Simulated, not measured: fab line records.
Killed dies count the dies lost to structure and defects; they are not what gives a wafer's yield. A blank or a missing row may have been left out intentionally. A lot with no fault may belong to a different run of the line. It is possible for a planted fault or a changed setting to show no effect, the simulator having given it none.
fab line records	flow n5_finfet
[record] lots = 7	wafers = 21
route steps=1938 shown BEOL_M13@1674 BEOL_M14@1743 MIM_TOP_ETCH@1851
start_h: hours from the record's opening day to when the first of the lot's shown wafers began	wait_h: hours from the lot's prior step to this one	" repeats the value in the row above	L1.1+2: a single row standing in for several wafers	- value missing, or start not given	* or withheld: withheld	< > ~ a bound
route shown NAME@n: names a module that has steps shown in the file, with the first one's number in the route	usual: average and standard deviation across the fault-free wafers	same: alike in all rows	chamber/n: place in a boat	sites: readings site by site	_std_site: the standard deviation of these	_edge_site: mean of outer sites minus mean of inner sites	radius_mm: for every site, how far away it sits from the centre of the wafer	mask NAME#n: copy n	behind: the tool/chamber that last shaped the wafer	hold: what put the lot on hold/how long, in hours/how the hold closed	device: names the non-switching transistor (n, p or np)	end of line: the same wafers' tests at the end of the route	for a step that has no rows: nothing shown but its recipe	killed: not the wafer's yield, but the dies lost to structure and defects at the first sort	map: dies across one wafer; x = killed, . = not, _ = none there
set.NAME: setting as actually run; set.NAME@STEP: the setting as run at that earlier step	model.NAME: the simulator's own value behind a step, which no gauge read
lots with deliberately changed settings; one table per step, one row per wafer
[[steps]]
[step N5_BEOL_M13_VIA_ETCH_16]
[recipe] chemistry = C4F8/O2/Ar	target = SiOC	pressure_mtorr = 30	source_w = 3000	bias_w = 700	Ar_flow_sccm = 400	C4F8_flow_sccm = 15	O2_flow_sccm = 8	he_inner_torr = 15	he_outer_torr = 30	target_depth_a = 9217	time_s = withheld	ion_energy_ev = 250	ends = cleared
lot.wafer	tool	chamber	start_h	wait_h	set.target_depth_a	set.time_s@BEOL_M13_ETCH_59	model.coat_of_BEOL_M13_COAT_04.thk_nm
L075.1	rie_diel-03	3	235.85	0.0	9217	*	71.6
L075.2	"	1	"	"	9217	*	73
L075.3	"	0	"	"	9217	*	72.2
L076.1	rie_diel-01	2	238.70	0.0	10070	*	68.6
L076.2	"	3	"	"	10070	*	68.4
L076.6	"	1	"	"	9217	*	67.8
L077.4	rie_diel-03	1	257.04	0.1	9997	*	69
L077.5	"	0	"	"	9997	*	76.6
L077.6	"	3	"	"	9997	*	77.6
L080.1	rie_diel-03	3	277.32	0.0	9217	*	60.6
L080.5	"	3	"	"	9217	*	56.2
L080.6	"	0	"	"	9217	*	68
L085.1	rie_diel-03	1	302.54	0.0	9217	*	81.8
L085.2	"	3	"	"	9217	*	81.4
L085.5	"	1	"	"	9217	*	78.6
L096.1	rie_diel-01	3	366.66	0.0	9217	*	58.8
L096.4	"	1	"	"	8640	*	65.2
L096.6	"	3	"	"	8640	*	55
L095.1	rie_diel-01	2	368.16	0.0	9217	*	68
L095.3	"	3	"	"	9217	*	73
L095.6	"	0	"	"	9217	*	72.6
[step N5_BEOL_M13_STRIP_63]
[recipe] chemistry = N2/H2	power_w = 1000	temp_c = 250	h2_frac = 0.65	overash_fraction = 0.3	pressure_mtorr = 1000	n2_flow_sccm = 1750	h2_flow_sccm = 3250
[usual] strip_time_to_endpoint_s = 27.6/0.97
lot.wafer	tool	chamber	start_h	wait_h	set.time_s@BEOL_M13_ETCH_59	strip_time_to_endpoint_s
L075.1	plasma_asher-02	1	236.09	-	67.9	28.2
L075.2	"	0	"	"	67.9	28.5
L075.3	"	1	"	"	67.9	28.3
L076.1	plasma_asher-01	1	238.94	-	67.9	27.2
L076.2	"	0	"	"	67.9	27.2
L076.6	"	0	"	"	67.9	27.0
L077.4	plasma_asher-02	0	257.19	-	67.9	27.4
L077.5	"	0	"	"	59.16	29.6
L077.6	"	1	"	"	59.16	29.9
L080.1	plasma_asher-01	0	277.55	-	80.1	24.9
L080.5	"	0	"	"	80.1	23.6
L080.6	"	1	"	"	67.9	27.1
L085.1	plasma_asher-02	0	302.77	-	57.05	31.1
L085.2	"	1	"	"	57.05	30.9
L085.5	"	0	"	"	57.05	30.2
L096.1	plasma_asher-01	1	366.90	-	76.1	24.3
L096.4	"	1	"	"	67.9	26.3
L096.6	"	1	"	"	76.1	23.2
L095.1	plasma_asher-01	1	368.40	-	67.9	27.1
L095.3	"	1	"	"	61.04	28.6
L095.6	"	0	"	"	61.04	28.4
[step N5_BEOL_M13_ETCH_68]
[recipe] chemistry = N2/H2	target = SOC	mask_material = SiARC	source_w = 3000	bias_w = 350	temp_c = 40	time_s = 355	ion_energy_ev = 200	pressure_mtorr = 30	n2_flow_sccm = 200	h2_flow_sccm = 200
lot.wafer	tool	chamber	start_h	wait_h	set.time_s	model.SiARC_of_BEOL_M13_COAT_66.thk_nm
L075.1	rie_diel-01	0	237.02	0.1	355	77.2
L075.2	"	1	"	"	355	77
L075.3	"	2	"	"	355	76.8
L076.1	rie_diel-01	3	239.80	0.1	355	77.2
L076.2	"	0	"	"	423.2	71.4
L076.6	"	3	"	"	423.2	70.8
L077.4+6	rie_diel-01	1,0	258.39	0.1	355	77.4
L077.5	"	3	"	"	400.1	72.8
L080.1	rie_diel-03	3	279.18	0.1	355	76.6
L080.5	"	1	"	"	308	81.4
L080.6	"	0	"	"	355	76.8
L085.1	rie_diel-03	1	303.63	0.1	429	69.4
L085.2	"	2	"	"	355	77.4
L085.5	"	3	"	"	429	69.2
L096.1	rie_diel-05	1	367.83	0.1	388.1	74.2
L096.4	"	1	"	"	355	77.2
L096.6	"	0	"	"	388.1	73.4
L095.1	rie_diel-05	2	369.55	0.1	355	77
L095.3	"	0	"	"	433.9	69.6
L095.6	"	2	"	"	433.9	69.4
[step N5_BEOL_M13_SPUTTER_43]
[recipe] material = TaN	target_thk_a = 150	temp_c = 50	bias_v = 168.6	power_w = 15000	chamber_pressure_pa = 0.12	time_s = 24.19
lot.wafer	tool	chamber	start_h	wait_h	set.power_w	model.TaN_of_BEOL_M13_SPUTTER_43.thk_nm
L075.1	pvd_sputter-03	-	237.84	0.0	15000	15
L075.2+3	"	-	"	"	15000	15.2
L076.1	pvd_sputter-01	-	242.47	0.0	15000	15
L076.2	"	-	"	"	12450	12.4
L076.6	"	-	"	"	15000	14.8
L077.4+5	pvd_sputter-01	-	260.53	0.0	15940	16
L077.6	"	-	"	"	15000	15.2
L080.1	pvd_sputter-03	-	280.91	0.0	13720	13.6
L080.5+6	"	-	"	"	15000	15
L085.1+5	pvd_sputter-01	-	306.87	0.0	13620	13.4
L085.2	"	-	"	"	15000	14.8
L096.1+6	pvd_sputter-01	-	369.45	0.0	16820	16.8
L096.4	"	-	"	"	15000	15
L095.1+3	pvd_sputter-03	-	371.78	0.0	15000	15.2
L095.6	"	-	"	"	15000	15
[step N5_BEOL_M14_PEB_26]
[recipe] peb_temp_c = 130	peb_time_s = 90
lot.wafer	tool	chamber	start_h	wait_h	set.peb_temp_c
L075.1+2+3	litho_track-01	0	241.25	0.1	130
L076.1	litho_track-01	0	245.67	0.1	128.7
L076.2+6	"	0	"	"	130
L077.4	litho_track-01	0	263.16	0.0	130
L077.5+6	"	0	"	"	133.5
L080.1+6	litho_track-03	0	283.62	0.1	126.4
L080.5	"	0	"	"	130
L085.1+2+5	litho_track-03	0	309.45	0.1	130
L096.1+4+6	litho_track-05	0	372.56	0.1	130
L095.1+3+6	litho_track-05	0	375.43	0.1	130
[step N5_BEOL_M14_DEVELOP_27]
[recipe] develop_time_s = 45	rinse_liquid = diw	dry = air_spin	dev_temp_c = 21
[step N5_BEOL_M14_HARDBAKE_32]
[recipe] temp_c = 130	time_s = 120
[step N5_BEOL_M14_CD_MEAS_28]
[recipe] target_cd_nm = 284.4	landing_energy_ev = 500	detector = se_inlens
[usual] cd_nm = 284.6/1
lot.wafer	tool	chamber	start_h	wait_h	set.peb_temp_c@BEOL_M14_PEB_26	cd_nm
L075.1	cd_sem-01	0	241.37	-	130	283.0
L075.2	"	0	"	"	130	282.3
L075.3	"	0	"	"	130	285.7
L076.1	cd_sem-01	0	245.79	-	128.7	276.6
L076.2	"	0	"	"	130	283.3
L076.6	"	0	"	"	130	283.7
L077.4	cd_sem-03	0	263.28	-	130	282.9
L077.5	"	0	"	"	133.5	298.6
L077.6	"	0	"	"	133.5	297.0
L080.1	cd_sem-02	0	283.73	-	126.4	264.9
L080.5	"	0	"	"	130	286.0
L080.6	"	0	"	"	126.4	265.8
L085.1	cd_sem-02	0	309.57	-	130	284.6
L085.2	"	0	"	"	130	285.7
L085.5	"	0	"	"	130	285.8
L096.1	cd_sem-01	0	372.67	-	130	285.4
L096.4	"	0	"	"	130	284.7
L096.6	"	0	"	"	130	284.1
L095.1	cd_sem-01	0	375.54	-	130	284.0
L095.3	"	0	"	"	130	284.5
L095.6	"	0	"	"	130	284.0
[step N5_BEOL_M14_DESCUM_33]
[recipe] chemistry = O2	time_s = 7.9	source_power_w = 50	bias_power_w = 20	pressure_mtorr = 20	rf_frequency_hz = 2.712e+07	temp_c = 40	o2_flow_sccm = 225
lot.wafer	tool	chamber	start_h	wait_h	set.peb_temp_c@BEOL_M14_PEB_26	model.BEOL_M14.cd_nm
L075.1	rie_diel-06	2	241.92	0.5	130	283.2
L075.2	"	0	"	"	130	282.6
L075.3	"	1	"	"	130	285.8
L076.1	rie_diel-04	3	245.88	0.0	128.7	276.4
L076.2	"	0	"	"	130	283.2
L076.6	"	1	"	"	130	283.6
L077.4	rie_diel-04	3	263.36	0.0	130	283.2
L077.5	"	0	"	"	133.5	298.4
L077.6	"	1	"	"	133.5	297.4
L080.1	rie_diel-06	0	284.03	0.2	126.4	264.8
L080.5	"	1	"	"	130	286
L080.6	"	0	"	"	126.4	266.2
L085.1	rie_diel-04	3	309.66	0.0	130	284
L085.2	"	0	"	"	130	285.6
L085.5	"	0	"	"	130	286
L096.1	rie_diel-06	3	372.96	0.2	130	285.4
L096.4	"	1	"	"	130	284.6
L096.6	"	3	"	"	130	284
L095.1	rie_diel-04	3	376.16	0.6	130	283.6
L095.3	"	2	"	"	130	284.8
L095.6	"	1	"	"	130	284
[step N5_BEOL_M14_ETCH_67]
[recipe] chemistry = CF4	target = SiARC	target_depth_a = 1430	time_s = 238.3	ion_energy_ev = 80	pressure_mtorr = 40	source_w = 545	bias_w = 36	Ar_flow_sccm = 100	cf4_flow_sccm = 100	ends = cleared
lot.wafer	tool	chamber	start_h	wait_h	set.peb_temp_c@BEOL_M14_PEB_26	model.BEOL_M14.cd_nm
L075.1	rie_diel-06	2	241.96	0.0	130	279
L075.2	"	0	"	"	130	278.8
L075.3	"	1	"	"	130	281.6
L076.1	rie_diel-04	3	245.91	0.0	128.7	271.8
L076.2	"	0	"	"	130	278.6
L076.6	"	1	"	"	130	279
L077.4	rie_diel-04	3	263.40	0.0	130	278.8
L077.5	"	0	"	"	133.5	294
L077.6	"	1	"	"	133.5	293
L080.1	rie_diel-06	0	284.06	0.0	126.4	260.6
L080.5	"	1	"	"	130	281.4
L080.6	"	0	"	"	126.4	262.2
L085.1	rie_diel-04	3	309.69	0.0	130	278.8
L085.2	"	0	"	"	130	280.8
L085.5	"	0	"	"	130	281.2
L096.1	rie_diel-06	3	372.99	0.0	130	281.2
L096.4	"	1	"	"	130	280.4
L096.6	"	3	"	"	130	280
L095.1+6	rie_diel-04	3,1	376.19	0.0	130	279.6
L095.3	"	2	"	"	130	280
[step N5_BEOL_M14_ETCH_68]
[recipe] chemistry = N2/H2	target = SOC	mask_material = SiARC	source_w = 3000	bias_w = 350	temp_c = 40	time_s = 450	ion_energy_ev = 200	pressure_mtorr = 30	n2_flow_sccm = 200	h2_flow_sccm = 200
lot.wafer	tool	chamber	start_h	wait_h	set.peb_temp_c@BEOL_M14_PEB_26	model.BEOL_M14.cd_nm
L075.1	rie_diel-06	2	242.10	0.1	130	279.4
L075.2	"	0	"	"	130	278.2
L075.3	"	1	"	"	130	282.4
L076.1	rie_diel-04	3	246.06	0.1	128.7	270.6
L076.2	"	0	"	"	130	280
L076.6	"	1	"	"	130	278.6
L077.4	rie_diel-04	3	263.54	0.1	130	277.2
L077.5	"	0	"	"	133.5	293.6
L077.6	"	1	"	"	133.5	293
L080.1	rie_diel-06	0	284.21	0.1	126.4	259.4
L080.5	"	1	"	"	130	282.4
L080.6	"	0	"	"	126.4	261.4
L085.1	rie_diel-04	3	309.84	0.1	130	280
L085.2	"	0	"	"	130	281.6
L085.5	"	0	"	"	130	282.2
L096.1	rie_diel-06	3	373.14	0.1	130	281.6
L096.4	"	1	"	"	130	279.6
L096.6	"	3	"	"	130	281.2
L095.1	rie_diel-04	3	376.34	0.1	130	279.8
L095.3	"	2	"	"	130	277.6
L095.6	"	1	"	"	130	279
[step N5_BEOL_M14_TRENCH_ETCH_34]
[recipe] chemistry = C4F8/O2/Ar	target = SiO2	target_depth_a = 5566.5	mask_material = SOC	he_inner_torr = 15	he_outer_torr = 30	time_s = 126.9	ion_energy_ev = 800	pressure_mtorr = 20	source_w = 1905	bias_w = 2040	Ar_flow_sccm = 400	C4F8_flow_sccm = 16	O2_flow_sccm = 12
lot.wafer	tool	chamber	start_h	wait_h	set.time_s	model.etch.depth_nm
L075.1	rie_diel-06	2	242.38	0.0	126.9	554.1
L075.2	"	0	"	"	126.9	560.6
L075.3	"	1	"	"	126.9	551.4
L076.1	rie_diel-04	3	246.33	0.0	147	646.9
L076.2	"	0	"	"	147	645.9
L076.6	"	1	"	"	126.9	547.4
L077.4	rie_diel-04	3	263.82	0.0	108.5	476
L077.5	"	0	"	"	126.9	561.8
L077.6	"	1	"	"	126.9	550.2
L080.1	rie_diel-06	0	284.48	0.0	126.9	564.6
L080.5	"	1	"	"	126.9	548.8
L080.6	"	0	"	"	126.9	566.5
L085.1	rie_diel-04	3	310.11	0.0	126.9	556.8
L085.2	"	0	"	"	126.9	556.7
L085.5	"	0	"	"	136.3	597.7
L096.1	rie_diel-06	3	373.41	0.0	126.9	565.4
L096.4	"	1	"	"	154.8	659.5
L096.6	"	3	"	"	154.8	703
L095.1	rie_diel-04	3	376.61	0.0	126.9	560.7
L095.3	"	2	"	"	126.9	571.3
L095.6	"	1	"	"	126.9	575.7
[step N5_BEOL_M14_STRIP_70]
[recipe] chemistry = C4F8/O2/Ar	resist = SiARC	rf_frequency_hz = 6e+07
[step N5_BEOL_M14_OCD_MEAS_35]
[usual] trench_depth_nm = 560/9.7
lot.wafer	tool	chamber	start_h	wait_h	set.time_s@BEOL_M14_TRENCH_ETCH_34	trench_depth_nm
L075.1	ocd-01	-	242.53	0.0	126.9	554
L075.2	"	-	"	"	126.9	561
L075.3	"	-	"	"	126.9	551
L076.1	ocd-01	-	246.49	0.0	147	647
L076.2	"	-	"	"	147	646
L076.6	"	-	"	"	126.9	548
L077.4	ocd-02	-	263.97	0.0	108.5	476
L077.5	"	-	"	"	126.9	562
L077.6	"	-	"	"	126.9	550
L080.1	ocd-01	-	284.64	0.0	126.9	565
L080.5	"	-	"	"	126.9	549
L080.6	"	-	"	"	126.9	567
L085.1	ocd-02	-	310.27	0.0	126.9	557
L085.2	"	-	"	"	126.9	557
L085.5	"	-	"	"	136.3	598
L096.1	ocd-02	-	373.57	0.0	126.9	565
L096.4	"	-	"	"	154.8	659
L096.6	"	-	"	"	154.8	703
L095.1	ocd-02	-	376.77	0.0	126.9	561
L095.3	"	-	"	"	126.9	571
L095.6	"	-	"	"	126.9	575
[step N5_BEOL_M14_STRIP_37]
[recipe] chemistry = O2	power_w = 600	temp_c = 60	pressure_mtorr = 30	rf_frequency_hz = 6e+07	bias_power_w = 0	overash_fraction = 0.3	o2_flow_sccm = 225
[step N5_BEOL_M14_ETCH_38]
[recipe] chemistry = CF4/N2	target = SiCN	target_depth_a = 1065	taper_deg = 2	time_s = 120.6	ion_energy_ev = 150	mask_material = SiO2	pressure_mtorr = 40	source_w = 430	bias_w = 70	Ar_flow_sccm = 100	cf4_flow_sccm = 60	n2_flow_sccm = 60
lot.wafer	tool	chamber	start_h	wait_h	set.peb_temp_c@BEOL_M14_PEB_26	model.BEOL_M14.cd_nm
L075.1	rie_diel-04	2	-	-	130	279.8
L075.2	"	3	"	"	130	278.2
L075.3	"	1	"	"	130	282.6
L076.1	rie_diel-06	2	-	-	128.7	271
L076.2	"	0	"	"	130	280.6
L076.6	"	0	"	"	130	278.6
L077.4	rie_diel-02	0	-	-	130	277
L077.5	"	3	"	"	133.5	293.8
L077.6	"	0	"	"	133.5	292.8
L080.1	rie_diel-02	1	-	-	126.4	259
L080.5	"	2	"	"	130	282.4
L080.6	"	3	"	"	126.4	261.2
L085.1	rie_diel-06	0	-	-	130	280.2
L085.2	"	1	"	"	130	282
L085.5	"	2	"	"	130	282.8
L096.1	rie_diel-04	3	-	-	130	281.6
L096.4	"	1	"	"	130	280.6
L096.6	"	0	"	"	130	282.4
L095.1	rie_diel-06	3	-	-	130	279.8
L095.3	"	0	"	"	130	277.8
L095.6	"	0	"	"	130	278.8
[step N5_BEOL_M14_PRECLEAN_39]
[recipe] chemistry = residue_remover	time_s = 60	temp_c = 40
[step N5_BEOL_M14_SRD_40]
[recipe] time_s = 30	temp_c = 23	rinse_liquid = diw	dry = n2_spin	spin_rpm = 1500	dry_time_s = 30
[step N5_BEOL_M14_ECD_47]
[recipe] material = Cu	target_thk_a = 12480
[step N5_BEOL_M14_ANNEAL_48]
[recipe] temp_c = 225	time_s = 90	ambient = N2
[step N5_BEOL_M14_CMP_49]
[recipe] stop_on = SiO2	t_overpolish_s = 5.2	down_force_psi = 2	platen_rpm = 80	clearing_platen_down_force_psi = 2	clearing_platen_rpm = 80	post_cmp_clean = cu_alkaline	target_thk_nm = 560	clearing_platen_pad_velocity_m_s = 1.5917	pad_velocity_m_s = 1.5917
lot.wafer	tool	chamber	start_h	wait_h	set.time_s@BEOL_M14_TRENCH_ETCH_34	model.Cu_of_BEOL_M14_ECD_47.thk_nm
L075.3	cmp-02	1	243.94	0.2	126.9	556.6
L075.1	"	2	"	"	126.9	559
L075.2	"	0	"	"	126.9	564.6
L076.1	cmp-04	1	248.89	0.3	147	650.2
L076.2	"	2	"	"	147	648.4
L076.6	"	2	"	"	126.9	550.6
L077.4	cmp-03	1	266.36	1.1	108.5	478.8
L077.5	"	3	"	"	126.9	565.2
L077.6	"	0	"	"	126.9	553
L080.1	cmp-02	2	287.82	0.4	126.9	567.6
L080.6	"	3	"	"	126.9	571.4
L080.5	"	0	"	"	126.9	552.8
L085.1	cmp-03	1	316.18	0.3	126.9	559.4
L085.2	"	3	"	"	126.9	560
L085.5	"	1	"	"	136.3	600.8
L096.4	cmp-02	2	380.87	0.2	154.8	662.6
L096.1	"	0	"	"	126.9	567.2
L096.6	"	3	"	"	154.8	705.2
L095.3	cmp-02	3	383.18	0.2	126.9	574.2
L095.1	"	1	"	"	126.9	563.2
L095.6	"	3	"	"	126.9	579.4
[step N5_BEOL_M14_THK_MEAS_50]
[recipe] thk_meas_gauge = xrf	reads = Cu_of_BEOL_M14_ECD_47
[usual] M14_THK = 581/11
lot.wafer	tool	chamber	start_h	wait_h	set.time_s@BEOL_M14_TRENCH_ETCH_34	M14_THK[nm]
L075.1	film_metro-01	-	244.24	-	126.9	579
L075.2	"	-	"	"	126.9	582
L075.3	"	-	"	"	126.9	578
L076.1	film_metro-02	-	249.18	-	147	682
L076.2	"	-	"	"	147	682
L076.6	"	-	"	"	126.9	576
L077.4	film_metro-02	-	266.58	-	108.5	493
L077.5	"	-	"	"	126.9	583
L077.6	"	-	"	"	126.9	569
L080.1	film_metro-02	-	288.00	-	126.9	583
L080.5	"	-	"	"	126.9	566
L080.6	"	-	"	"	126.9	586
L085.1	film_metro-01	-	316.44	-	126.9	582
L085.2	"	-	"	"	126.9	584
L085.5	"	-	"	"	136.3	624
L096.1	film_metro-01	-	381.17	-	126.9	591
L096.4	"	-	"	"	154.8	693
L096.6	"	-	"	"	154.8	738
L095.1	film_metro-01	-	383.47	-	126.9	583
L095.3	"	-	"	"	126.9	593
L095.6	"	-	"	"	126.9	597
[step N5_BEOL_M14_PRE_CLEAN_52]
[recipe] gas = NH3	time_s = 15	temp_c = withheld	rf_power_w = 300
[step N5_BEOL_M14_DEP_53]
[recipe] material = SiCN	target_thk_a = 500	temp_c = withheld	precursor = 3MS/NH3	pressure_torr = 3	rf_w = 675	time_s = 17.8
[step N5_BEOL_M14_RS_MEAS_54]
[recipe] thk_meas_gauge = four-point-probe	reads = Cu_of_BEOL_M14_ECD_47+Ta_of_BEOL_M14_SPUTTER_44+TaN_of_BEOL_M14_SPUTTER_43
[usual] M14_RS = 0.0331/0.00059
lot.wafer	tool	chamber	start_h	wait_h	set.time_s@BEOL_M14_TRENCH_ETCH_34	M14_RS[ohm/sq]
L075.1	film_metro-01	-	244.37	0.0	126.9	0.0332
L075.2	"	-	"	"	126.9	0.0329
L075.3	"	-	"	"	126.9	0.0334
L076.1	film_metro-02	-	249.31	0.0	147	0.0286
L076.2	"	-	"	"	147	0.0287
L076.6	"	-	"	"	126.9	0.0338
L077.4	film_metro-02	-	266.71	0.0	108.5	0.0390
L077.5	"	-	"	"	126.9	0.0329
L077.6	"	-	"	"	126.9	0.0337
L080.1	film_metro-02	-	288.13	0.0	126.9	0.0328
L080.5	"	-	"	"	126.9	0.0336
L080.6	"	-	"	"	126.9	0.0325
L085.1	film_metro-02	-	316.57	0.0	126.9	0.0332
L085.2	"	-	"	"	126.9	0.0332
L085.5	"	-	"	"	136.3	0.0309
L096.1	film_metro-02	-	381.29	0.0	126.9	0.0328
L096.4	"	-	"	"	154.8	0.0280
L096.6	"	-	"	"	154.8	0.0263
L095.1	film_metro-01	-	383.60	0.0	126.9	0.0330
L095.3	"	-	"	"	126.9	0.0324
L095.6	"	-	"	"	126.9	0.0321
[step N5_MIM_TOP_ETCH_ETCH_00]
[recipe] chemistry = Cl2/BCl3	target = TiN	target_depth_a = 385	ion_energy_ev = 150	pressure_mtorr = 10	icp_w = 1000	bias_w = 126	Cl2_flow_sccm = 53.25	bcl3_flow_sccm = 21.75	Ar_flow_sccm = 25
lot.wafer	tool	chamber	start_h	wait_h	set.bias_w	model.etch.depth_nm	model.MIM_TOP_ETCH.feature_depth_nm
L075.1	rie_metal-01	0	255.21	0.1	126	38.43	38.4
L075.2	"	1	"	"	126	38.08	38
L075.3	"	1	"	"	126	38.38	38.4
L076.1	rie_metal-02	0	258.63	0.1	135.1	39.93	40
L076.2	"	1	"	"	126	38.69	38.6
L076.6	"	1	"	"	135.1	39.46	39.4
L077.4	rie_metal-03	1	276.75	0.1	126	39.16	39.2
L077.5	"	1	"	"	126	39.37	39.4
L077.6	"	0	"	"	104.1	35.74	35.8
L080.1	rie_metal-02	1	296.29	0.1	126	37.79	37.8
L080.5	"	0	"	"	105.6	36.08	36
L080.6	"	1	"	"	105.6	35.81	35.8
L085.1	rie_metal-01	1	326.92	0.1	113.2	36.95	37
L085.2	"	0	"	"	113.2	36.94	37
L085.5	"	0	"	"	126	38.42	38.4
L096.1	rie_metal-01	0	392.38	0.1	107.4	36.13	36.2
L096.4	"	0	"	"	126	38.58	38.6
L096.6	"	1	"	"	126	38.61	38.6
L095.1	rie_metal-03	0	395.62	0.1	126	38.11	38.2
L095.3	"	1	"	"	126	39.37	39.4
L095.6	"	1	"	"	126	39.2	39.2
[[key]]
[split] step = N5_BEOL_M13_VIA_ETCH_16	setting = target_depth_a	stated = 9217	by = wafer
response none clear
[split] step = N5_BEOL_M13_ETCH_68	setting = time_s	stated = 355	by = wafer
[response] step = N5_BEOL_M13_ETCH_68	reading = model.SiARC_of_BEOL_M13_COAT_66.thk_nm	change = -0.352	per = 1%	r = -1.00
[split] step = N5_BEOL_M13_SPUTTER_43	setting = power_w	stated = 15000	by = wafer
[response] step = N5_BEOL_M13_SPUTTER_43	reading = model.TaN_of_BEOL_M13_SPUTTER_43.thk_nm	change = +0.149	per = 1%	r = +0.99
[split] step = N5_BEOL_M14_PEB_26	setting = peb_temp_c	stated = 130	by = wafer
[response] step = N5_BEOL_M14_CD_MEAS_28	reading = cd_nm	change = +6.54	per = 1%	r = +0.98
[response] step = N5_BEOL_M14_DESCUM_33	reading = model.BEOL_M14.cd_nm	change = +6.49	per = 1%	r = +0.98
[response] step = N5_BEOL_M14_ETCH_67	reading = model.BEOL_M14.cd_nm	change = +6.41	per = 1%	r = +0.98
[response] step = N5_BEOL_M14_ETCH_68	reading = model.BEOL_M14.cd_nm	change = +7.1	per = 1%	r = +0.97
[response] step = N5_BEOL_M14_ETCH_38	reading = model.BEOL_M14.cd_nm	change = +7.18	per = 1%	r = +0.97
[split] step = N5_BEOL_M14_TRENCH_ETCH_34	setting = time_s	stated = 126.9	by = wafer
[response] step = N5_BEOL_M14_TRENCH_ETCH_34	reading = model.etch.depth_nm	change = +5.58	per = 1%	r = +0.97
[response] step = N5_BEOL_M14_OCD_MEAS_35	reading = trench_depth_nm	change = +5.6	per = 1%	r = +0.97
[response] step = N5_BEOL_M14_CMP_49	reading = model.Cu_of_BEOL_M14_ECD_47.thk_nm	change = +5.6	per = 1%	r = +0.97
[response] step = N5_BEOL_M14_THK_MEAS_50	reading = M14_THK	change = +5.94	per = 1%	r = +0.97
[response] step = N5_BEOL_M14_RS_MEAS_54	reading = M14_RS	change = -0.000308	per = 1%	r = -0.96
[split] step = N5_MIM_TOP_ETCH_ETCH_00	setting = bias_w	stated = 126	by = wafer
[response] step = N5_MIM_TOP_ETCH_ETCH_00	reading = model.etch.depth_nm	change = +0.16	per = 1%	r = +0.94
[response] step = N5_MIM_TOP_ETCH_ETCH_00	reading = model.MIM_TOP_ETCH.feature_depth_nm	change = +0.159	per = 1%	r = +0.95
split outside_this_file step=N5_BEOL_M13_ETCH_59 setting=time_s
// split outside_this_file: this setting was split too, and the file shows its column; the key of that split is in another file
